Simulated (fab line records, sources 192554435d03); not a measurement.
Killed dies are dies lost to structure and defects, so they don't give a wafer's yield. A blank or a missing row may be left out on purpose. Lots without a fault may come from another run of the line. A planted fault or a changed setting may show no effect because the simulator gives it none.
Split-lot experiment | flow n5_finfet | 7 lots, 21 wafers read, on a route of 1938 steps

THE SPLIT
At N5_MOL_CONTACT_COAG_CMP_23 (polishes, stops on SiO2, t overpolish 1.5 s, target thk 0 nm), the setting down_force_psi was moved away from the recipe's 2 psi on 4 of the 21 wafers read, by -12.0% to +18.9%. The other wafers ran this setting at the recipe's value.

FROM THE SPLIT TO THE READING: what the file shows between them, 2 steps
- N5_MOL_CONTACT_COAG_ALD_27: deposits SiOC, target thk 17 nm, pulse time 1.5 s, time 2720 s
- N5_MOL_CONTACT_COAG_CMP_28: polishes, stops on SiNx, t overpolish 0.85 s, target thk 14.522 nm

THE READING
MD_CAP_THK, in nm, at N5_MOL_CONTACT_COAG_THK_MEAS_29. Fault-free wafers of this fab line usually give 17.93 nm, standard deviation 0.1 nm.

wafer  | tool, chamber at the split | down_force_psi as run, psi | against the recipe | MD_CAP_THK, nm | against lot-mates on the recipe
L081.2 | cmp-04, 0,1                | 1.761                      | -12.0%             | 18.18          | +0.45
L081.3 | cmp-04, 0,1                | 1.761                      | -12.0%             | 18.18          | +0.45
L081.4 | cmp-04, 3                  | 2                          | recipe             | 17.73          | -
L082.1 | cmp-01, 3                  | 2                          | recipe             | 18.07          | -
L082.4 | cmp-01, 0                  | 2.378                      | +18.9%             | 17.55          | -0.52
L082.5 | cmp-01, 2                  | 2.378                      | +18.9%             | 17.63          | -0.44
L083.1 | cmp-01, 3,0,0              | 2                          | recipe             | 17.93          | -
L083.4 | cmp-01, 3,0,0              | 2                          | recipe             | 17.95          | -
L083.6 | cmp-01, 3,0,0              | 2                          | recipe             | 17.91          | -
L089.2 | cmp-01, 3,1,2              | 2                          | recipe             | 17.91          | -
L089.3 | cmp-01, 3,1,2              | 2                          | recipe             | 17.89          | -
L089.6 | cmp-01, 3,1,2              | 2                          | recipe             | 17.80          | -
L092.4 | cmp-03, 0                  | 2                          | recipe             | 18.05          | -
L092.5 | cmp-03, 1                  | 2                          | recipe             | 17.79          | -
L092.6 | cmp-03, 0                  | 2                          | recipe             | 18.10          | -
L093.1 | cmp-04, 0,1                | 2                          | recipe             | 17.90          | -
L093.3 | cmp-04, 0,1                | 2                          | recipe             | 17.92          | -
L093.5 | cmp-04, 3                  | 2                          | recipe             | 17.76          | -
L094.2 | cmp-03, 2,3                | 2                          | recipe             | 18.00          | -
L094.4 | cmp-03, 2,3                | 2                          | recipe             | 17.93          | -
L094.6 | cmp-03, 1                  | 2                          | recipe             | 17.93          | -
Where a row lists several chambers, the file gives one row for several wafers and doesn't say which wafer went through which chamber.

THE FIT
A straight line over all 21 wafers: MD_CAP_THK changes by -0.0187 nm for each +1% of down_force_psi; r = -0.81; the points scatter about the line by 0.098 nm.
The same after taking each lot's own level away (the mean of its wafers on the recipe; 21 wafers): -0.0291 nm for each +1%; r = -0.94; scatter 0.076 nm.
On that fit, the largest move of down_force_psi shifts the reading by 0.55 nm.
The lots' own levels span 17.730 to 18.070 nm, that is 3.4 times the standard deviation above.
So the lot-to-lot level changes the slope: the two fits differ.
Check: with one of the wafers moved furthest among these (+18.9%) left out of the fit, the line predicts -0.543 nm for it against its lot-mates. It came out at -0.52 nm against them.

OTHER SPLITS ON THESE WAFERS
These wafers also went through other splits before the reading. Each is held against what the fit with the lots' levels taken away leaves over:
other split on the same wafers | wafers away from the commonest value | r with MD_CAP_THK (lot level and that fit taken away)
N5_SD_EPI_N_PRECLEAN_49 time_s | 4                                    | -0.26
N5_SDB_COAT_04 spin_rpm        | 4                                    | -0.25
N5_SDB_COAT_05 spin_rpm        | 3                                    | -0.17
N5_HKMG_FIN_ETCH_55 time_s     | 9                                    | -0.19
N5_HKMG_FIN_ETCH_58 source_w   | 5                                    | +0.25
N5_GATE_CUT_ETCH_58 bias_w     | 4                                    | +0.25
N5_GATE_CUT_COAT_27 spin_rpm   | 11                                   | -0.13

THE WHOLE CHAIN: every reading that the file lists as answering this split, in the file's order
step                            | what it does                                                 | reading                                                                             | change (the file's fit)                | r (the file's)
N5_MOL_CONTACT_COAG_CMP_23      | polishes, stops on SiO2, t overpolish 1.5 s, target thk 0 nm | SiNx_of_GATE_CUT_SAC_CAP_01.thk_nm (the simulator's own value, which no gauge read) | -0.0285 nm for each +1% of the setting | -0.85
N5_MOL_CONTACT_COAG_THK_MEAS_29 |                                                              | MD_CAP_THK                                                                          | -0.0288 for each +1% of the setting    | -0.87

THE FILE'S OWN FIT
MD_CAP_THK changes by -0.0288 nm for each +1% of down_force_psi, r = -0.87.
